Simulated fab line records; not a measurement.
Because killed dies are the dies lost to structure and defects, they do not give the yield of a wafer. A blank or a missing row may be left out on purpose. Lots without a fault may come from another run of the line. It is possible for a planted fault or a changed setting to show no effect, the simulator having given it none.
Problem report, 8D (eight disciplines) form, completed by code -- flow nand_harc -- the parts of the form that need people (team, actions taken, sign-off) are left out

1. THE PROBLEM
thk_nm at NHARC_A_ONON_D2_THK_MEAS_24 reads a mean of 293 nm on 3 wafers of 3 lots; wafers without a fault read 1000 nm with a standard deviation of 8.2. Relative to the usual mean, that is a shift of -86 standard deviations.
The step: measures by ellipsometry.
First observed at day 18 16:13: wafer L849.1, on film_metro-02. Wafers with a number at this step in the record: 42, from 15 lots. Rule for "out" (also "out of limits"): further than 4 standard deviations from the usual mean. The other wafers with a number count as sound.

2. WHAT IT IS, AND WHAT IT ISN'T
question,is,is not
which readings at this step,thk_nm,-
which lots,"L849, L850, L852","L837, L838, L839, L840, L841, L842, L843, L854, L855, L857, L859, L860"
which wafers of those lots,"L849.1, L850.1, L852.5","L849.4, L850.2, L852.2"
read on which gauges,film_metro-02,film_metro-01
when,from day 18 16:13,"up to then (22 sound wafers); but 17 sound wafers of L850, L852, L854, L855, L857, L859, L860 came after"

3. SUSPECTS, AND WHAT RULES EACH OUT
Counting: any tool at a process step up to the reading remains a suspect provided it ran every lot that is out. Sound lots after the first of them don't rule it out here, since some wafers of a struck lot are sound.
- the gauge at NHARC_A_ONON_D2_THK_MEAS_24: kept. All the wafers that are out were read on film_metro-02, and no step on other tools shows them out.
- cmp-01 at NHARC_A_DECK1_JOINT_CMP_13 (polishes, target thk 51.023 nm): kept. It processed each lot that is out (first: L849, day 17 07:37); up to then, its last sound lot is L843 (day 13 18:38).
- pecvd_onon-03 at NHARC_A_ONON_D2_DEP_22 (target thk 1000 nm): kept. It processed each lot that is out (first: L849, day 18 15:43); up to then, its last sound lot is L840 (day 13 21:21).
Still standing after the count: cmp-01 at NHARC_A_DECK1_JOINT_CMP_13, pecvd_onon-03 at NHARC_A_ONON_D2_DEP_22, film_metro-02 at NHARC_A_ONON_D2_THK_MEAS_24.

4. THE CAUSE (what the simulator had put in)
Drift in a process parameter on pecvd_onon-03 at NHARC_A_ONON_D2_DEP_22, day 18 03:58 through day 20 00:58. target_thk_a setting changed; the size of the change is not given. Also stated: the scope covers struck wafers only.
Counting leaves 3 suspects; this tool is one of them.

5. SEQUENCE OF EFFECTS, ordered by route
One row per reading whose mean, taken over the struck wafers that have a number, lies over 3 standard deviations from the usual. Only readings whose record carries a usual standard deviation are examined. hours: median over the lots of the time between each lot's start at the first step of this table that gives one and its start at this step. sigmas: the change, counted in usual standard deviations.
hours,step,reading,usual,on struck wafers,change,sigmas
0,NHARC_A_ONON_D2_THK_MEAS_24,thk_nm,1000 nm,293,-707,-86

6. HOW IT WOULD HAVE BEEN CAUGHT EARLIER
Counted from the fault's start at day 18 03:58, it took 12 hours until the first out-of-limits reading at a measuring or inspecting step in this record, taken at day 18 16:13.
Tool readings at NHARC_A_ONON_D2_DEP_22 with a usual standard deviation given in the record: none out on any struck wafer, hence no alarm at a limit of 4 standard deviations on them.
L852, L850, from the lots that are out (3), started NHARC_A_ONON_D2_DEP_22 on pecvd_onon-03 later than day 18 16:13. A hold on the tool at that time would have spared those 2.
